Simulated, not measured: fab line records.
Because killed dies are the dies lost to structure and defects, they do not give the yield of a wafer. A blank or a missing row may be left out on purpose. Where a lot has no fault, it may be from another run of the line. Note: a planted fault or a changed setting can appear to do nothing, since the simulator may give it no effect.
fab line records	flow n5_finfet	part 2 of 2: steps 4 to 6 of 6
record: lots: 24	wafers: 72	last_day: 18
route steps=1938 shown BEOL_M0_CUTY@711 BEOL_M0@730
lots untouched by any fault: they come from a run of this same line in which no faults occurred
start_h: hours from the record's opening day to when the first of the lot's shown wafers began	wait_h: time in hours since the lot's previous step	" unchanged from the row above	L1.1+2: a single row standing in for several wafers	- value missing, or start not given	* or withheld: withheld	< > ~ a bound
route shown NAME@n: NAME is a module with steps in the file, n the number in the route of the first one	usual: mean and standard deviation over wafers with no fault	same: alike in all rows	chamber/n: place in a boat	sites: the reading at each site	_std_site: standard deviation of those values	_edge_site: inner sites' mean taken away from outer sites' mean	radius_mm: how far each site lies from the wafer's centre	mask NAME#n: copy n	behind: the tool/chamber that last shaped the wafer	hold: what put the lot on hold/how long, in hours/how the hold closed	device: transistor that didn't switch, given as n, p or np	end of line: tests of these same wafers at the route's end	a step with no rows: only its recipe	killed: dies lost to structure and defects at the first sort, not the wafer's yield	map: a wafer's dies, x killed, . not, _ none there
set.NAME: the run value of the setting; set.NAME@STEP: its run value at that earlier step	model.NAME: the simulator's own value behind a step, which no gauge read
one table for each step of the route and one row for each wafer, over a sample of lots
services: a tool's chamber out of use, with start hour (start_h, from the record's first day; less than 0 if before it), hours out, and reason
== steps ==
step: N5_BEOL_M0_PRE_CLEAN_113
recipe: gas: H2/He	time_s: 30	temp_c: 250
usual: heater_power_w: 318/32
lot.wafer	tool	chamber	start_h	wait_h	heater_power_w
L074.1	pvd_sputter-02	-	119.32	0.0	407
L074.3	"	-	"	"	314
L074.6	"	-	"	"	331
L075.1	pvd_sputter-01	-	128.81	0.0	321
L075.4	"	-	"	"	296
L075.5	"	-	"	"	304
L076.2	pvd_sputter-01	-	146.03	0.0	317
L076.3	"	-	"	"	303
L076.6	"	-	"	"	309
L077.1	pvd_sputter-02	-	146.51	0.0	317
L077.2	"	-	"	"	262
L077.4	"	-	"	"	396
L078.1	pvd_sputter-01	-	151.30	0.0	328
L078.2	"	-	"	"	329
L078.6	"	-	"	"	304
L079.1	pvd_sputter-03	-	155.29	0.0	302
L079.3	"	-	"	"	333
L079.5	"	-	"	"	309
L080.2	pvd_sputter-01	-	158.36	0.0	300
L080.3	"	-	"	"	304
L080.4	"	-	"	"	331
L081.1	pvd_sputter-01	-	161.02	0.0	319
L081.3	"	-	"	"	305
L081.6	"	-	"	"	323
L082.2	pvd_sputter-03	-	163.35	0.0	307
L082.3	"	-	"	"	328
L082.6	"	-	"	"	331
L083.3	pvd_sputter-03	-	173.24	0.0	303
L083.4	"	-	"	"	303
L083.5	"	-	"	"	324
L084.1	pvd_sputter-03	-	180.28	0.0	317
L084.2	"	-	"	"	303
L084.5	"	-	"	"	334
L085.2	pvd_sputter-02	-	188.18	0.0	316
L085.5	"	-	"	"	264
L085.6	"	-	"	"	339
L086.1	pvd_sputter-03	-	189.31	0.0	304
L086.2	"	-	"	"	298
L086.5	"	-	"	"	333
L087.2	pvd_sputter-02	-	194.26	0.0	333
L087.4	"	-	"	"	317
L087.6	"	-	"	"	390
L088.1	pvd_sputter-03	-	200.30	0.0	335
L088.5	"	-	"	"	301
L088.6	"	-	"	"	334
L089.2	pvd_sputter-03	-	211.16	0.0	338
L089.4	"	-	"	"	331
L089.6	"	-	"	"	339
L090.1	pvd_sputter-01	-	218.39	0.0	315
L090.2	"	-	"	"	310
L090.6	"	-	"	"	332
L091.4	pvd_sputter-02	-	222.63	0.0	322
L091.5	"	-	"	"	316
L091.6	"	-	"	"	312
L092.1	pvd_sputter-02	-	225.57	0.0	307
L092.2	"	-	"	"	332
L092.4	"	-	"	"	400
L093.1	pvd_sputter-03	-	233.92	0.0	337
L093.3	"	-	"	"	328
L093.4	"	-	"	"	305
L095.2	pvd_sputter-02	-	247.29	0.0	314
L095.4	"	-	"	"	326
L095.5	"	-	"	"	399
L094.1	pvd_sputter-02	-	249.61	0.0	400
L094.3	"	-	"	"	328
L094.6	"	-	"	"	255
L096.1	pvd_sputter-03	-	249.65	0.0	329
L096.4	"	-	"	"	305
L096.5	"	-	"	"	290
L097.1	pvd_sputter-01	-	254.35	0.0	333
L097.4	"	-	"	"	321
L097.6	"	-	"	"	335
step: N5_BEOL_M0_DEP_125
recipe: material: SiCN	target_thk_a: 80	temp_c: withheld	precursor: 3MS/NH3	pressure_torr: 3	rf_w: 202	time_s: 14
usual: showerhead_plenum_p_Torr: 3.660/0.014	throttle_valve_pct: 9.0/0.31
lot.wafer	tool	chamber	start_h	wait_h	showerhead_plenum_p_Torr	throttle_valve_pct
L074.1	pecvd-02	0	121.73	0.0	3.681	8.8
L074.3	"	1	"	"	3.673	9.3
L074.6	"	1	"	"	3.673	9.3
L075.1	pecvd-02	0	135.12	0.0	3.672	8.9
L075.4	"	2	"	"	3.664	8.4
L075.5	"	0	"	"	3.672	9.3
L076.2	pecvd-04	2	148.51	0.0	3.643	9.1
L076.3	"	0	"	"	3.665	9.3
L076.6	"	2	"	"	3.641	9.2
L077.1	pecvd-02	2	148.89	0.0	3.665	8.6
L077.2	"	0	"	"	3.674	9.2
L077.4	"	0	"	"	3.662	9.0
L078.1	pecvd-02	0	153.40	0.0	3.683	9.1
L078.2	"	1	"	"	3.676	9.0
L078.6	"	2	"	"	3.651	8.5
L079.1	pecvd-04	1	158.64	0.0	3.641	8.7
L079.3	"	0	"	"	3.660	9.0
L079.5	"	2	"	"	3.644	9.1
L080.2	pecvd-04	2	161.20	0.0	3.645	9.1
L080.3	"	0	"	"	3.651	9.3
L080.4	"	2	"	"	3.645	9.3
L081.1	pecvd-04	0	162.93	0.0	3.649	9.4
L081.3	"	2	"	"	3.641	9.0
L081.6	"	1	"	"	3.655	8.5
L082.2	pecvd-04	0	165.30	0.0	3.659	9.0
L082.3	"	2	"	"	3.639	9.4
L082.6	"	0	"	"	3.658	9.1
L083.3	pecvd-04	0	176.22	0.0	3.658	9.0
L083.4	"	1	"	"	3.657	9.0
L083.5	"	0	"	"	3.661	9.0
L084.1	pecvd-04	2	182.31	0.0	3.642	9.4
L084.2	"	0	"	"	3.663	9.0
L084.5	"	0	"	"	3.666	9.6
L085.2	pecvd-01	2	190.10	0.0	3.669	8.9
L085.5	"	0	"	"	3.657	9.2
L085.6	"	2	"	"	3.673	8.5
L086.1	pecvd-01	0	192.77	0.0	3.664	9.2
L086.2	"	2	"	"	3.670	8.6
L086.5	"	1	"	"	3.641	9.2
L087.2	pecvd-04	0	196.83	0.0	3.663	9.3
L087.4	"	2	"	"	3.628	9.3
L087.6	"	0	"	"	3.662	9.0
L088.1	pecvd-02	0	203.00	0.0	3.665	9.1
L088.5	"	0	"	"	3.668	9.1
L088.6	"	2	"	"	3.661	8.3
L089.2	pecvd-02	1	213.02	0.0	3.687	9.2
L089.4	"	1	"	"	3.672	8.9
L089.6	"	2	"	"	3.664	8.7
L090.1	pecvd-02	2	222.94	0.0	3.666	8.5
L090.2	"	1	"	"	3.693	9.1
L090.6	"	0	"	"	3.665	9.5
L091.4	pecvd-04	0	225.44	0.0	3.657	9.2
L091.5	"	2	"	"	3.636	9.4
L091.6	"	0	"	"	3.656	9.4
L092.1	pecvd-02	1	227.96	0.0	3.682	9.1
L092.2	"	2	"	"	3.663	8.6
L092.4	"	1	"	"	3.681	9.1
L093.1	pecvd-01	2	235.95	0.0	3.670	8.6
L093.3	"	0	"	"	3.659	9.2
L093.4	"	0	"	"	3.658	9.4
L095.2	pecvd-04	2	249.47	0.0	3.632	9.4
L095.4	"	2	"	"	3.645	9.3
L095.5	"	1	"	"	3.650	8.7
L096.1	pecvd-04	2	251.96	0.0	3.635	9.2
L096.4	"	0	"	"	3.658	9.6
L096.5	"	1	"	"	3.661	8.6
L094.1	pecvd-01	2	252.05	0.0	3.674	8.6
L094.3	"	0	"	"	3.651	9.2
L094.6	"	0	"	"	3.654	9.3
L097.1	pecvd-02	0	256.39	0.0	3.668	9.1
L097.4	"	1	"	"	3.684	9.2
L097.6	"	2	"	"	3.653	8.7
step: N5_BEOL_M0_RS_MEAS_126
recipe: thk_meas_gauge: four-point-probe	reads: Co_of_BEOL_M0_CO_CAP_123+Cu_of_BEOL_M0_ECD_118+Co_of_BEOL_M0_CVD_115+TaN_of_BEOL_M0_ALD_136
usual: M0_RS: 0.530/0.019
lot.wafer	tool	chamber	start_h	wait_h	M0_RS[ohm/sq]
L074.1	film_metro-02	-	121.79	0.0	0.554
L074.3	"	-	"	"	0.553
L074.6	"	-	"	"	0.521
L075.1	film_metro-01	-	135.19	0.0	0.572
L075.4	"	-	"	"	0.532
L075.5	"	-	"	"	0.545
L076.2	film_metro-02	-	148.58	0.1	0.543
L076.3	"	-	"	"	0.547
L076.6	"	-	"	"	0.533
L077.1	film_metro-01	-	148.95	0.0	0.532
L077.2	"	-	"	"	0.569
L077.4	"	-	"	"	0.535
L078.1	film_metro-02	-	153.47	0.0	0.562
L078.2	"	-	"	"	0.540
L078.6	"	-	"	"	0.533
L079.1	film_metro-01	-	158.71	0.0	0.538
L079.3	"	-	"	"	0.561
L079.5	"	-	"	"	0.523
L080.2	film_metro-01	-	161.26	0.1	0.548
L080.3	"	-	"	"	0.546
L080.4	"	-	"	"	0.529
L081.1	film_metro-01	-	163.28	0.3	0.536
L081.3	"	-	"	"	0.542
L081.6	"	-	"	"	0.512
L082.2	film_metro-02	-	165.37	0.1	0.528
L082.3	"	-	"	"	0.527
L082.6	"	-	"	"	0.504
L083.3	film_metro-01	-	176.29	0.1	0.542
L083.4	"	-	"	"	0.503
L083.5	"	-	"	"	0.509
L084.1	film_metro-01	-	182.37	0.0	0.557
L084.2	"	-	"	"	0.524
L084.5	"	-	"	"	0.511
L085.2	film_metro-02	-	190.17	0.1	0.518
L085.5	"	-	"	"	0.488
L085.6	"	-	"	"	0.512
L086.1	film_metro-02	-	192.83	0.0	0.529
L086.2	"	-	"	"	0.516
L086.5	"	-	"	"	0.491
L087.2	film_metro-01	-	196.90	0.1	0.542
L087.4	"	-	"	"	0.534
L087.6	"	-	"	"	0.556
L088.1	film_metro-02	-	203.07	0.0	0.537
L088.5	"	-	"	"	0.514
L088.6	"	-	"	"	0.502
L089.2	film_metro-02	-	213.08	0.1	0.531
L089.4	"	-	"	"	0.539
L089.6	"	-	"	"	0.525
L090.1	film_metro-02	-	223.01	0.0	0.524
L090.2	"	-	"	"	0.538
L090.6	"	-	"	"	0.521
L091.4	film_metro-02	-	225.51	0.1	0.516
L091.5	"	-	"	"	0.520
L091.6	"	-	"	"	0.509
L092.1	film_metro-01	-	228.03	0.1	0.531
L092.2	"	-	"	"	0.532
L092.4	"	-	"	"	0.537
L093.1	film_metro-01	-	236.02	0.0	0.532
L093.3	"	-	"	"	0.534
L093.4	"	-	"	"	0.538
L095.2	film_metro-01	-	249.53	0.1	0.510
L095.4	"	-	"	"	0.501
L095.5	"	-	"	"	0.524
L096.1	film_metro-01	-	252.03	0.0	0.539
L096.4	"	-	"	"	0.538
L096.5	"	-	"	"	0.550
L094.1	film_metro-02	-	252.11	0.0	0.524
L094.3	"	-	"	"	0.522
L094.6	"	-	"	"	0.515
L097.1	film_metro-01	-	256.46	0.0	0.506
L097.4	"	-	"	"	0.493
L097.6	"	-	"	"	0.514
== services ==
tool	chamber	start_h	hours	kind
rie_diel-06	2	130.51	8.3	repair
pvd_sputter-03	-	134.43	3.8	repair
pvd_sputter-02	-	138.49	1.9	repair
rie_diel-05	1	139.24	-	clean
rie_diel-05	1	139.24	-	consumable_replace:focus_ring
rie_diel-05	1	139.24	-	consumable_replace:showerhead
rie_diel-05	1	139.24	12.1	scheduled_down
rie_diel-05	1	139.24	12.1	vent_cycle
pecvd-02	-	149.20	1.5	repair
pvd_sputter-03	-	149.97	2.2	repair
rie_diel-06	3	159.99	6.8	repair
pecvd-02	0	162.79	21.3	repair
pecvd-02	-	174.89	0.7	repair
pecvd-01	-	178.63	6.0	pm
pecvd-02	-	185.19	4.3	pm
rie_diel-05	2	204.27	-	clean
rie_diel-05	2	204.27	-	consumable_replace:focus_ring
rie_diel-05	2	204.27	-	consumable_replace:showerhead
rie_diel-05	2	204.27	26.8	scheduled_down
rie_diel-05	2	204.27	26.8	vent_cycle
pecvd-01	2	207.56	17.3	repair
rie_diel-06	1	211.69	-	clean
rie_diel-05	1	221.26	6.6	repair
rie_diel-01	2	252.91	7.8	repair
